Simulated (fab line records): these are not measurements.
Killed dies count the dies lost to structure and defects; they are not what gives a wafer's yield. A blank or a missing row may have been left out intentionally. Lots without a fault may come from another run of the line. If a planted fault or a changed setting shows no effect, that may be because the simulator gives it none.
Chamber matching ; flow n5 finfet ; 4 sister chambers for N5_DUMMY_GATE_CMP_04 on cmp-02
The step polishes a-Si. 8 wafers are shown with their chamber, then 12 later ones without.

## WAFERS PAIRED WITH THEIR CHAMBERS
wafer;chamber;motor current A (A);time to endpoint s (s)
L078.3;2;9.2;14.9
L082.1;1;10.6;14.5
L085.1;1;10.7;15.2
L085.4;3;9.3;15.8
L085.6;3;9.3;15.0
L085.2;0;9.1;14.9
L085.3;2;9.2;12.5
L085.5;0;8.5;14.0

## WAFERS WITH NO CHAMBER GIVEN
wafer;motor current A (A);time to endpoint s (s)
L086.1;8.8;13.2
L086.4;9.6;16.6
L086.5;11.2;12.2
L088.1;8.8;13.1
L088.2;9.2;15.5
L088.6;9.2;12.4
L091.1;8.5;12.9
L091.4;9.5;16.3
L091.6;10.3;12.7
L095.2;9.5;11.1
L095.3;10.5;11.9
L095.6;9.4;13.1

## THE CHAMBER EACH PASSED THROUGH
wafer;from the rows above;in truth
L086.1;can't be placed: 0 or 2 or 3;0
L086.4;can't be placed: 3 or 2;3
L086.5;1;1
L088.1;can't be placed: 0 or 2 or 3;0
L088.2;can't be placed: 3 or 2 or 0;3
L088.6;can't be placed: 2 or 0 or 3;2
L091.1;can't be placed: 0 or 2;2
L091.4;can't be placed: 3 or 2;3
L091.6;1;1
L095.2;can't be placed: 2 or 3 or 0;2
L095.3;1;1
L095.6;can't be placed: 2 or 3 or 0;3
Correct placement for 3 of the 12. Unplaceable from these rows: 9, with the true chamber sitting among the candidates in 9. Wrongly placed: 0.
How it was worked out, from the rows above alone: a wafer's distance from a chamber is the root of the sum, over the readings, of the square of ((its reading less the chamber's mean) divided by the reading's scatter). The wafer belongs to the nearest chamber; if the next one is less than 2 further off, it can't be placed. The mean given for a chamber averages the wafers shown for that chamber. How the scatter is found: for the shown wafers, subtract from each reading the mean of its chamber, square and add these, divide the total by (wafers less chambers), then take the root.
